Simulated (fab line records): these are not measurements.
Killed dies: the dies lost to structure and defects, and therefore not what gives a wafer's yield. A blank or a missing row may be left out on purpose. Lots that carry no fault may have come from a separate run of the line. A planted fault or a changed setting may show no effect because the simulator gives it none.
The tool behind it: which one? | flow n5-finfet | 9 lots, 27 wafers sampled, at 6 steps of a route of 1938

WHAT THE GAUGES SHOWED, per wafer
N5_BEOL_M2_THK_MEAS_01.
lot  | measured     | on            | M2_ILD_THK (nm)
L474 | day 6 09:09  | film-metro-02 | 78.2 77.6 79.4
L475 | day 7 00:25  | film-metro-01 | 76.7 77.8 78.2
L481 | day 8 05:11  | film-metro-02 | 77.5 77.8 77.9
L483 | day 8 14:40  | film-metro-01 | 79.0 79.3 78.1
L484 | day 8 20:35  | film-metro-01 | 76.9 80.3 79.4
L488 | day 10 00:01 | film-metro-02 | 77.5 78.6 79.9
L492 | day 10 19:49 | film-metro-01 | 79.4 79.9 80.3
L493 | day 11 01:49 | film-metro-02 | 78.9 78.9 81.0
L497 | day 12 02:40 | film-metro-02 | 78.5 77.7 79.6

N5_BEOL_M2_OVL_MEAS_12.
lot  | measured     | on         | M2_OVL (nm)
L474 | day 6 09:42  | overlay-02 | 0.1 1.2 0.6
L475 | day 7 01:13  | overlay-01 | -0.7 0.1 -0.2
L481 | day 8 09:10  | overlay-01 | 1.7 0.9 0.4
L483 | day 8 16:09  | overlay-02 | -1.0 -0.9 -0.6
L484 | day 8 21:12  | overlay-01 | 0.0 -0.6 -0.8
L488 | day 10 00:49 | overlay-02 | -2.0 -0.5 -0.3
L492 | day 10 22:08 | overlay-02 | 7.9 7.8 6.6
L493 | day 11 02:20 | overlay-01 | 6.5 7.2 7.2
L497 | day 12 05:47 | overlay-01 | 0.7 0.6 0.3

N5_BEOL_M2_INSPECT_13: inspects for defects (brightfield).
lot  | measured     | on                | raw-defect-count
L474 | day 6 09:46  | defect-inspect-02 | 444 389 460
L475 | day 7 01:16  | defect-inspect-02 | 354 299 428
L481 | day 8 09:13  | defect-inspect-02 | 407 454 523
L483 | day 8 16:13  | defect-inspect-01 | 348 379 394
L484 | day 8 21:16  | defect-inspect-01 | 335 403 253
L488 | day 10 00:52 | defect-inspect-02 | 373 343 291
L492 | day 10 22:11 | defect-inspect-02 | 506 499 384
L493 | day 11 02:24 | defect-inspect-01 | 416 559 438
L497 | day 12 05:50 | defect-inspect-02 | 299 335 274

N5_BEOL_M4_RC_MEAS_101.
lot  | measured     | on        | DIBL_N (mV/V)  | DIBL_P (mV/V)  | IOFF_N (nA/um) | IOFF_P (nA/um) | ION_N (uA/um) | ION_P (uA/um) | SS_N (mV/dec)  | SS_P (mV/dec)  | VT_N (mV)   | VT_P (mV)
L474 | day 7 13:15  | prober-01 | 38.7 35.2 33.1 | 41.7 37.8 33.2 | 0.22 0.16 0.11 | 0.29 0.22 0.14 | 691 671 657   | 467 461 456   | 72.6 71.3 71.1 | 75.5 73.5 72.6 | 244 251 254 | -248 -251 -257
L475 | day 8 08:13  | prober-02 | 35.9 35.8 38.7 | 34.4 36.3 38.9 | 0.14 0.16 0.21 | 0.17 0.21 0.25 | 669 697 704   | 455 481 479   | 71.1 71.3 71.7 | 72.3 73.1 74.3 | 254 247 247 | -253 -251 -248
L481 | day 9 10:56  | prober-02 | 32.5 34.6 34.8 | 34.2 35.3 36.9 | 0.14 0.14 0.16 | 0.19 0.19 0.23 | 686 671 694   | 485 463 486   | 69.9 71.3 70.7 | 72.6 73.1 73.0 | 249 252 247 | -249 -250 -247
L483 | day 10 00:06 | prober-01 | 38.4 38.5 37.4 | 38.5 38.8 36.5 | 0.19 0.21 0.18 | 0.28 0.29 0.26 | 692 703 680   | 482 484 470   | 72.2 72.1 72.1 | 74.2 73.7 73.5 | 249 245 245 | -246 -246 -246
L484 | day 10 08:22 | prober-01 | 41.1 33.5 36.9 | 42.0 33.5 37.0 | 0.25 0.11 0.16 | 0.24 0.13 0.17 | 699 681 680   | 458 466 450   | 73.2 70.7 72.0 | 74.5 72.6 73.5 | 246 253 250 | -251 -259 -256
L488 | day 11 11:25 | prober-02 | 40.2 36.4 40.9 | 40.8 36.5 42.7 | 0.23 0.16 0.29 | 0.29 0.22 0.33 | 690 691 711   | 473 476 480   | 73.1 71.3 72.8 | 74.3 72.9 74.5 | 243 247 238 | -246 -249 -242
L492 | day 12 02:56 | prober-01 | 33.5 38.5 38.0 | 32.2 38.8 37.9 | 0.11 0.20 0.20 | 0.16 0.25 0.25 | 670 689 702   | 464 472 474   | 71.7 72.1 72.0 | 72.3 74.1 74.1 | 256 247 247 | -255 -249 -248
L493 | day 12 14:08 | prober-01 | 40.3 40.3 35.6 | 42.7 41.8 37.4 | 0.30 0.27 0.19 | 0.37 0.34 0.24 | 702 679 703   | 484 466 483   | 73.1 73.4 71.7 | 74.9 76.0 72.8 | 240 245 245 | -243 -246 -247
L497 | day 13 12:54 | prober-02 | 36.6 37.9 37.5 | 38.0 38.7 39.5 | 0.18 0.18 0.22 | 0.20 0.21 0.24 | 698 673 697   | 473 456 466   | 71.7 71.9 72.2 | 73.0 73.6 73.6 | 247 249 243 | -252 -252 -249

TOOL THAT RAN EACH LOT (tool first, then ch and the chambers of the sampled wafers, then the start)
lot  | N5_BEOL_M2_EXPOSE_08              | N5_BEOL_M2_ETCH_74
L474 | euv-scanner-01 ch 0, day 6 09:32  | rie-diel-04 ch 0,2,3, day 6 09:49
L475 | euv-scanner-02 ch 0, day 7 01:03  | rie-diel-04 ch 0,1,2, day 7 01:37
L481 | euv-scanner-01 ch 0, day 8 09:01  | rie-diel-03 ch 1,3, day 8 09:17
L483 | euv-scanner-02 ch 0, day 8 15:59  | rie-diel-01 ch 0,1,2, day 8 16:16
L484 | euv-scanner-02 ch 0, day 8 21:02  | rie-diel-03 ch 0,2, day 8 21:45
L488 | euv-scanner-02 ch 0, day 10 00:39 | rie-diel-03 ch 1,2,3, day 10 01:01
L492 | euv-scanner-02 ch 0, day 10 21:58 | rie-diel-01 ch 0,1,3, day 10 22:21
L493 | euv-scanner-02 ch 0, day 11 02:11 | rie-diel-03 ch 1,2, day 11 02:51
L497 | euv-scanner-01 ch 0, day 12 05:38 | rie-diel-01 ch 1,2,3, day 12 05:55
- N5_BEOL_M2_EXPOSE_08: exposes mask M2.
- N5_BEOL_M2_ETCH_74: etches underlayer in N2/H2, target depth 6.5 nm, time 5.2 s.

AS READ BY THE TOOLS THEMSELVES (means over the sampled wafers that have a number; for cases with no such wafer, the mark the record gives instead)
N5_BEOL_M2_ETCH_74.
lot  | tool        | drypump-motor-current-A (A) | etch-rf-on-time-s (s) | oes-product-au (a.u.) | rf-vpp-V (V) | showerhead-plenum-p-Torr (Torr) | throttle-valve-pct (%)
L474 | rie-diel-04 | 5.2                         | 5.00                  | 0.71                  | 526          | 2.61                            | 17.8
L475 | rie-diel-04 | 5.5                         | 5.08                  | 0.76                  | 527          | 2.62                            | 17.7
L481 | rie-diel-03 | 5.3                         | 5.04                  | 0.70                  | 527          | 2.66                            | 17.6
L483 | rie-diel-01 | 5.8                         | 5.12                  | 0.71                  | 525          | 2.58                            | 17.9
L484 | rie-diel-03 | 6.1                         | 5.14                  | 0.65                  | 522          | 2.50                            | 17.9
L488 | rie-diel-03 | 5.6                         | 5.00                  | 0.67                  | 525          | 2.56                            | 17.8
L492 | rie-diel-01 | 6.0                         | 5.14                  | 0.63                  | 524          | 2.56                            | 18.0
L493 | rie-diel-03 | 5.5                         | 4.95                  | 0.70                  | 527          | 2.58                            | 17.5
L497 | rie-diel-01 | 5.5                         | 5.14                  | 0.65                  | 524          | 2.59                            | 18.1

THE ANSWER, worked out from the rows above alone
Rule: the usual values come from the lots themselves. The widest of any qualifying gaps counts: lots, ordered by their means at a reading, are off when they make up no more than a third of the lots, leave a main group of 4 or more, and stand apart from it by 3 or more times the standard deviation of that group's means. The tables above print the reading to a certain number of digits; a main group whose means all agree to those digits is not used. Also off: a lot with no number at a reading for which 4 or more lots have one. All remaining lots with rows at the step are treated as sound. First the gauges in route order, then the tools' own readings, where a lot's mean is used as printed above. The first step at which some lot is off is used, and at that step the reading that is off furthest; a lot without a number counts as furthest.
Off: L492, L493, at N5_BEOL_M2_OVL_MEAS_12 (M2_OVL). Mean -0.0 nm and standard deviation 0.71 in the main group.
If a tool, at a process step before that reading, ran all the lots that are off and no sound lot after the first of them, it fits. Gauges at N5_BEOL_M2_OVL_MEAS_12: tried the same way as those tools. One fits: N5_BEOL_M2_EXPOSE_08 on euv-scanner-02. A fault onset in the window from L488 (day 10 00:39, its last sound lot) to L492 (day 10 21:58, its first lot off) fits.

WHAT THE SIMULATOR HAD INSERTED
Scanner matching overlay: euv-scanner-02, from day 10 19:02 on, at N5_BEOL_M2_EXPOSE_08. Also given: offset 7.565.
Struck lots among those shown: L492, L493. The same result came from the rule above.
